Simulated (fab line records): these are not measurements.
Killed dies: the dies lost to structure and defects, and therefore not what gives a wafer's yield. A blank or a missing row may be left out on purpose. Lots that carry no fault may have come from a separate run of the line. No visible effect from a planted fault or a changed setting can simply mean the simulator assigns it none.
One fault seen from 2 desks    flow nand harc    only its own numbers are on each desk; what lay behind them is given at the end

== AT THE TOOL OWNER'S DESK: litho track-06 ==
The tool's own readings at NHARC_P_M2_PEB_07 (peb time 65 s): means of the sampled wafers that have a number, for each lot that ran on this tool. The brackets show how far a lot's mean lies from the usual mean; more than 4 standard deviations puts the lot out of limits, marked OUT.
Columns: A = heater power total W at NHARC_P_M2_PEB_07, usual 156.6 W
lot   first seen here  A
L575  day 7 13:33      156.7
L579  day 9 14:03      156.0
L587  day 12 19:49     163.9 (+17) OUT
L588  day 13 07:35     164.3 (+18) OUT
L595  day 16 07:37     156.8
L594  day 16 08:32     156.5
This desk finds L587, L588 out of limits, L587 being first, at day 12 19:49 (heater power total W at NHARC_P_M2_PEB_07). L575, L579, L595, L594 stayed within limits.

== FROM THE METROLOGY DESK ==
Lot by lot, what the gauges showed, no matter which tool ran the lot: averages of those sampled wafers that carry a number. The brackets show how far a lot's mean lies from the usual mean; more than 4 standard deviations puts the lot out of limits, marked OUT.
Columns: A = cd nm at NHARC_P_M2_CD_MEAS_09, usual 170.2 nm
lot   first seen here  A
L574  day 7 09:16      170.6
L575  day 7 13:38      170.5
L576  day 8 04:50      170.0
L577  day 8 12:43      170.2
L578  day 9 00:28      169.6
L579  day 9 14:08      170.8
L587  day 12 19:54     167.0 (-4.9) OUT
L588  day 13 07:40     167.7
L590  day 13 20:47     169.4
L592  day 14 12:20     169.8
L595  day 16 07:41     170.6
L594  day 16 08:37     169.8
This desk finds L587 out of limits, L587 being first, at day 12 19:54 (cd nm at NHARC_P_M2_CD_MEAS_09). L574, L575, L576, L577, L578, L579, L588, L590, L592, L595, L594 stayed within limits.

== ALL TOGETHER ==
On L587, L588, at day 12 19:49, an alarm was possible from the tool owner's desk.
The metrology desk could have raised an alarm at day 12 19:54, on L587.
The metrology desk has L588 on record, within its limits.
The lots listed all ran NHARC_P_M2_PEB_07 on litho track-06.

== WHAT THE SIMULATOR HAD PUT IN ==
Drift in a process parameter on litho track-06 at NHARC_P_M2_PEB_07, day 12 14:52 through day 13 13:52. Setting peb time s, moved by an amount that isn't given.
Shown lots that were struck: L587, L588.
Fault start to first reading out of limits, in hours, per desk: tool owner, 5; metrology, 5.
